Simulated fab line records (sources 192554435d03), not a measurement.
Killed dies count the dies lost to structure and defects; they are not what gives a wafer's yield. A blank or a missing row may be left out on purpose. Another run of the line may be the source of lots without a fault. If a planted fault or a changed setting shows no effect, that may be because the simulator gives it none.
Chamber matching || flow n5Finfet || N5_BEOL_M5_CURE_80 on uvCure-03: 3 sister chambers
The step cures SiCOH lowk, time 120 s. 6 wafers are shown with their chamber, then 8 later ones without.

## WAFERS, EACH WITH ITS CHAMBER
{"wafer": "L080.3", "chamber": 0, "wafer_temp_C_max": 372.4, "lampPowerPct (%)": 52.32}
{"wafer": "L080.4", "chamber": 0, "wafer_temp_C_max": 371.6, "lampPowerPct (%)": 52.27}
{"wafer": "L088.6", "chamber": 2, "wafer_temp_C_max": 371.5, "lampPowerPct (%)": 52.24}
{"wafer": "L091.5", "chamber": 1, "wafer_temp_C_max": 371.4, "lampPowerPct (%)": 52.34}
{"wafer": "L091.6", "chamber": 1, "wafer_temp_C_max": 371.2, "lampPowerPct (%)": 52.35}
{"wafer": "L092.4", "chamber": 2, "wafer_temp_C_max": 371.4, "lampPowerPct (%)": 52.29}

## WAFERS WITH NO CHAMBER GIVEN
{"wafer": "L092.5", "wafer_temp_C_max": 371.7, "lampPowerPct (%)": 52.36}
{"wafer": "L092.6", "wafer_temp_C_max": 370.9, "lampPowerPct (%)": 52.29}
{"wafer": "L093.1", "wafer_temp_C_max": 370.8, "lampPowerPct (%)": 52.26}
{"wafer": "L093.3", "wafer_temp_C_max": 371.2, "lampPowerPct (%)": 52.22}
{"wafer": "L093.6", "wafer_temp_C_max": 371.4, "lampPowerPct (%)": 52.33}
{"wafer": "L093.2", "wafer_temp_C_max": 371.5, "lampPowerPct (%)": 52.31}
{"wafer": "L093.4", "wafer_temp_C_max": 371.2, "lampPowerPct (%)": 52.37}
{"wafer": "L093.5", "wafer_temp_C_max": 371.0, "lampPowerPct (%)": 52.34}

## CHAMBER TAKEN BY EACH
{"wafer": "L092.5", "from the rows above": "can't be placed: 1 or 0", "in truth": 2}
{"wafer": "L092.6", "from the rows above": "can't be placed: 2 or 1 or 0", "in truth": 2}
{"wafer": "L093.1", "from the rows above": "can't be placed: 2 or 1 or 0", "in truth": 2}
{"wafer": "L093.3", "from the rows above": "can't be placed: 2 or 0", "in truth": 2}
{"wafer": "L093.6", "from the rows above": "can't be placed: 1 or 0 or 2", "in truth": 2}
{"wafer": "L093.2", "from the rows above": "can't be placed: 1 or 2 or 0", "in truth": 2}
{"wafer": "L093.4", "from the rows above": 1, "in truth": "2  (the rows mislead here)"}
{"wafer": "L093.5", "from the rows above": "can't be placed: 1 or 2", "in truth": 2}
Correctly placed: 0 of 8. These rows do not allow placing 7 (true chamber among the candidates in 6). Number placed wrongly: 1.
How it was worked out, from the rows above alone: a wafer's distance from a chamber is the root of the sum, over the readings, of the square of ((its reading less the chamber's mean) divided by the reading's scatter). The wafer belongs to the nearest chamber; if the next one is less than 2 further off, it can't be placed. Each chamber's mean is taken over the wafers shown for it. The scatter: the root of (the sum of the squares of (reading less its chamber's mean) over the shown wafers, divided by (wafers less chambers)).
